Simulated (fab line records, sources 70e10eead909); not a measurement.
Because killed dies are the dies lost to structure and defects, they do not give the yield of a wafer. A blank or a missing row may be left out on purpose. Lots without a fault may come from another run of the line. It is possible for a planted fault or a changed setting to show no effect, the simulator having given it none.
The tool behind it: which one? || flow nand-harc || 36 wafers sampled from 12 lots at 1 step of a route of 1302

WHAT EACH GAUGE READ, for each wafer
NHARC_A_M1_THK_MEAS_24: measures by xrf.
{"lot": "L075", "measured": "day 23 10:20", "on": "film-metro-02", "thk-nm (nm)": "154.7 154.1 154.2"}
{"lot": "L077", "measured": "day 24 00:29", "on": "film-metro-02", "thk-nm (nm)": "151.4 152.2 154.8"}
{"lot": "L079", "measured": "day 24 17:48", "on": "film-metro-01", "thk-nm (nm)": "154.0 154.3 155.0"}
{"lot": "L081", "measured": "day 26 03:46", "on": "film-metro-01", "thk-nm (nm)": "154.2 154.2 156.1"}
{"lot": "L082", "measured": "day 26 17:58", "on": "film-metro-02", "thk-nm (nm)": "155.1 155.3 154.7"}
{"lot": "L085", "measured": "day 27 19:59", "on": "film-metro-02", "thk-nm (nm)": "156.4 155.2 153.6"}
{"lot": "L088", "measured": "day 28 10:52", "on": "film-metro-02", "thk-nm (nm)": "154.1 152.1 153.8"}
{"lot": "L089", "measured": "day 28 12:41", "on": "film-metro-01", "thk-nm (nm)": "151.8 152.4 151.5"}
{"lot": "L090", "measured": "day 29 15:08", "on": "film-metro-02", "thk-nm (nm)": "152.4 151.7 157.7"}
{"lot": "L093", "measured": "day 30 14:37", "on": "film-metro-01", "thk-nm (nm)": "153.0 151.2 151.8"}
{"lot": "L095", "measured": "day 31 12:55", "on": "film-metro-02", "thk-nm (nm)": "156.3 156.4 154.1"}
{"lot": "L097", "measured": "day 33 07:29", "on": "film-metro-01", "thk-nm (nm)": "153.2 156.8 153.2"}

TOOL THAT RAN EACH LOT (tool first, then ch and the chambers of the sampled wafers, then the start)
Record: no process step prior to these readings.

THE ANSWER, worked out from the rows above alone
Rule: the usual values come from the lots themselves. Put in order of their means at a reading, lots are off if they are a third of the lots or fewer, leave a main group of 4 or more, and stand apart from it by a gap of 3 or more times the standard deviation of the main group's means; of several such gaps the widest counts. Not used: any main group whose means are identical at the precision the tables above print for the reading. Also off: a lot with no number at a reading for which 4 or more lots have one. Any other lot the step has rows for is counted as sound.
Nothing can be told from this: no lot is off at any reading shown.

WHAT THE SIMULATOR PUT IN
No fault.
